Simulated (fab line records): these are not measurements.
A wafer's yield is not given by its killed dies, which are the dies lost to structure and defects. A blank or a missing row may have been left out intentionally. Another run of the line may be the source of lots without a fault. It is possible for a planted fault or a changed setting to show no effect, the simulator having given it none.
Matching of chambers || flow nandHarc || NHARC_A_ONON_D1_DEP_33 on pecvd-01: 3 sister chambers
The step deposits SiO2, target thk 200 nm. 3 wafers are shown with their chamber, then 8 later ones without.

== WAFERS WITH THEIR CHAMBER ==
{"wafer": "L218.1", "chamber": 0, "heaterPowerW (W)": 873}
{"wafer": "L224.5", "chamber": 2, "heaterPowerW (W)": 607}
{"wafer": "L227.1", "chamber": 1, "heaterPowerW (W)": 430}

== WAFERS WITHOUT THEIR CHAMBER ==
{"wafer": "L227.3", "heaterPowerW (W)": 482}
{"wafer": "L227.5", "heaterPowerW (W)": 439}
{"wafer": "L229.2", "heaterPowerW (W)": 526}
{"wafer": "L229.3", "heaterPowerW (W)": 690}
{"wafer": "L229.4", "heaterPowerW (W)": 612}
{"wafer": "L230.2", "heaterPowerW (W)": 483}
{"wafer": "L230.4", "heaterPowerW (W)": 763}
{"wafer": "L230.5", "heaterPowerW (W)": 481}

== WHICH CHAMBER EACH WENT THROUGH ==
{"wafer": "L227.3", "from the rows above": "can't be placed: 1 or 2", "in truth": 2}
{"wafer": "L227.5", "from the rows above": 1, "in truth": 1}
{"wafer": "L229.2", "from the rows above": "can't be placed: 2 or 1", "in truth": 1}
{"wafer": "L229.3", "from the rows above": "can't be placed: 2 or 0", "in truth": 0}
{"wafer": "L229.4", "from the rows above": 2, "in truth": 2}
{"wafer": "L230.2", "from the rows above": "can't be placed: 1 or 2", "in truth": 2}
{"wafer": "L230.4", "from the rows above": "can't be placed: 0 or 2", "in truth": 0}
{"wafer": "L230.5", "from the rows above": "can't be placed: 1 or 2", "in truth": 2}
Correctly placed: 2 of 8. From these rows, 6 cannot be placed; in 6 the true chamber is one of the candidates. 0 placed wrongly.
How it was worked out, from the rows above alone: a wafer's distance from a chamber is the root of the sum, over the readings, of the square of ((its reading less the chamber's mean) divided by the reading's scatter). If the next closest chamber is less than 2 further off than the closest, the wafer can't be placed; otherwise it belongs to the closest. The mean given for a chamber averages the wafers shown for that chamber. The scatter: with one shown wafer a chamber, the root of the mean of the squares of how far each hidden wafer lies from its nearest shown one.
